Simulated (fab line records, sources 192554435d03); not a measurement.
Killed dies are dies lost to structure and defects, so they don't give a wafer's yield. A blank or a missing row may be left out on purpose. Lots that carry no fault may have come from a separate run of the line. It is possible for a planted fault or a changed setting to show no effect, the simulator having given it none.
Chamber matching :: flow n5 finfet :: rie diel-01 running N5_BEOL_M12_ETCH_68: 4 sister chambers
The step etches SOC in N2/H2, time 285 s. 20 wafers are shown with their chamber, then 10 later ones without.

EACH WAFER AND ITS CHAMBER
wafer: L074.4
chamber: 1
showerhead plenum p Torr (Torr): 2.61
drypump motor current A (A): 5.9
throttle valve pct (%): 17.89

wafer: L074.5
chamber: 3
showerhead plenum p Torr (Torr): 2.48
drypump motor current A (A): 5.7
throttle valve pct (%): 17.33

wafer: L074.6
chamber: 2
showerhead plenum p Torr (Torr): 2.70
drypump motor current A (A): 5.6
throttle valve pct (%): 17.25

wafer: L079.1
chamber: 2
showerhead plenum p Torr (Torr): 2.69
drypump motor current A (A): 5.6
throttle valve pct (%): 17.29

wafer: L079.3
chamber: 1
showerhead plenum p Torr (Torr): 2.61
drypump motor current A (A): 5.9
throttle valve pct (%): 17.88

wafer: L079.4
chamber: 0
showerhead plenum p Torr (Torr): 2.61
drypump motor current A (A): 6.0
throttle valve pct (%): 17.93

wafer: L083.3
chamber: 3
showerhead plenum p Torr (Torr): 2.47
drypump motor current A (A): 5.7
throttle valve pct (%): 17.36

wafer: L083.5
chamber: 2
showerhead plenum p Torr (Torr): 2.69
drypump motor current A (A): 5.6
throttle valve pct (%): 17.29

wafer: L083.6
chamber: 1
showerhead plenum p Torr (Torr): 2.61
drypump motor current A (A): 5.9
throttle valve pct (%): 17.92

wafer: L084.3
chamber: 3
showerhead plenum p Torr (Torr): 2.47
drypump motor current A (A): 5.7
throttle valve pct (%): 17.38

wafer: L084.4
chamber: 2
showerhead plenum p Torr (Torr): 2.69
drypump motor current A (A): 5.5
throttle valve pct (%): 17.30

wafer: L084.6
chamber: 3
showerhead plenum p Torr (Torr): 2.47
drypump motor current A (A): 5.7
throttle valve pct (%): 17.37

wafer: L086.1
chamber: 1
showerhead plenum p Torr (Torr): 2.60
drypump motor current A (A): 5.9
throttle valve pct (%): 17.93

wafer: L086.2
chamber: 0
showerhead plenum p Torr (Torr): 2.61
drypump motor current A (A): 6.0
throttle valve pct (%): 17.56

wafer: L086.6
chamber: 3
showerhead plenum p Torr (Torr): 2.47
drypump motor current A (A): 5.7
throttle valve pct (%): 17.38

wafer: L089.3
chamber: 0
showerhead plenum p Torr (Torr): 2.60
drypump motor current A (A): 6.0
throttle valve pct (%): 17.60

wafer: L089.5
chamber: 0
showerhead plenum p Torr (Torr): 2.60
drypump motor current A (A): 6.0
throttle valve pct (%): 17.59

wafer: L089.6
chamber: 3
showerhead plenum p Torr (Torr): 2.47
drypump motor current A (A): 5.8
throttle valve pct (%): 17.40

wafer: L088.1
chamber: 3
showerhead plenum p Torr (Torr): 2.46
drypump motor current A (A): 5.7
throttle valve pct (%): 17.42

wafer: L088.2
chamber: 2
showerhead plenum p Torr (Torr): 2.68
drypump motor current A (A): 5.5
throttle valve pct (%): 17.34

SIGNATURES (averages over the wafers above)
reading: showerhead plenum p Torr
chamber 0: 2.6050
chamber 1: 2.6075
chamber 2: 2.6900
chamber 3: 2.4700
scatter within a chamber: 0.00599

reading: drypump motor current A
chamber 0: 6.000
chamber 1: 5.900
chamber 2: 5.560
chamber 3: 5.714
scatter within a chamber: 0.0359

reading: throttle valve pct
chamber 0: 17.6700
chamber 1: 17.9050
chamber 2: 17.2940
chamber 3: 17.3771
scatter within a chamber: 0.0798
Rule: distance of a wafer from a chamber = root of the sum over the readings of ((wafer's reading minus chamber's mean) / reading's scatter) squared. The wafer belongs to the nearest chamber; if the next one is less than 2 further off, it can't be placed. The scatter: the root of (the sum of the squares of (reading less its chamber's mean) over the shown wafers, divided by (wafers less chambers)).

WAFERS WITHOUT THEIR CHAMBER
wafer: L088.5
showerhead plenum p Torr (Torr): 2.46
drypump motor current A (A): 5.8
throttle valve pct (%): 17.42

wafer: L093.1
showerhead plenum p Torr (Torr): 2.68
drypump motor current A (A): 5.6
throttle valve pct (%): 17.34

wafer: L093.2
showerhead plenum p Torr (Torr): 2.60
drypump motor current A (A): 6.0
throttle valve pct (%): 17.60

wafer: L093.6
showerhead plenum p Torr (Torr): 2.60
drypump motor current A (A): 6.0
throttle valve pct (%): 17.60

wafer: L092.1
showerhead plenum p Torr (Torr): 2.60
drypump motor current A (A): 5.9
throttle valve pct (%): 17.93

wafer: L092.4
showerhead plenum p Torr (Torr): 2.60
drypump motor current A (A): 6.0
throttle valve pct (%): 17.60

wafer: L092.6
showerhead plenum p Torr (Torr): 2.60
drypump motor current A (A): 5.9
throttle valve pct (%): 17.93

wafer: L094.3
showerhead plenum p Torr (Torr): 2.68
drypump motor current A (A): 5.6
throttle valve pct (%): 17.33

wafer: L094.4
showerhead plenum p Torr (Torr): 2.46
drypump motor current A (A): 5.7
throttle valve pct (%): 17.41

wafer: L094.6
showerhead plenum p Torr (Torr): 2.68
drypump motor current A (A): 5.6
throttle valve pct (%): 17.35

THE CHAMBER EACH PASSED THROUGH
wafer: L088.5
from the rows above: 3
in truth: 3

wafer: L093.1
from the rows above: 2
in truth: 2

wafer: L093.2
from the rows above: 0
in truth: 0

wafer: L093.6
from the rows above: 0
in truth: 0

wafer: L092.1
from the rows above: 1
in truth: 1

wafer: L092.4
from the rows above: 0
in truth: 0

wafer: L092.6
from the rows above: 1
in truth: 1

wafer: L094.3
from the rows above: 2
in truth: 2

wafer: L094.4
from the rows above: 3
in truth: 3

wafer: L094.6
from the rows above: 2
in truth: 2
Correctly placed: 10 of 10. Can't be placed from these rows: 0. Number placed wrongly: 0.
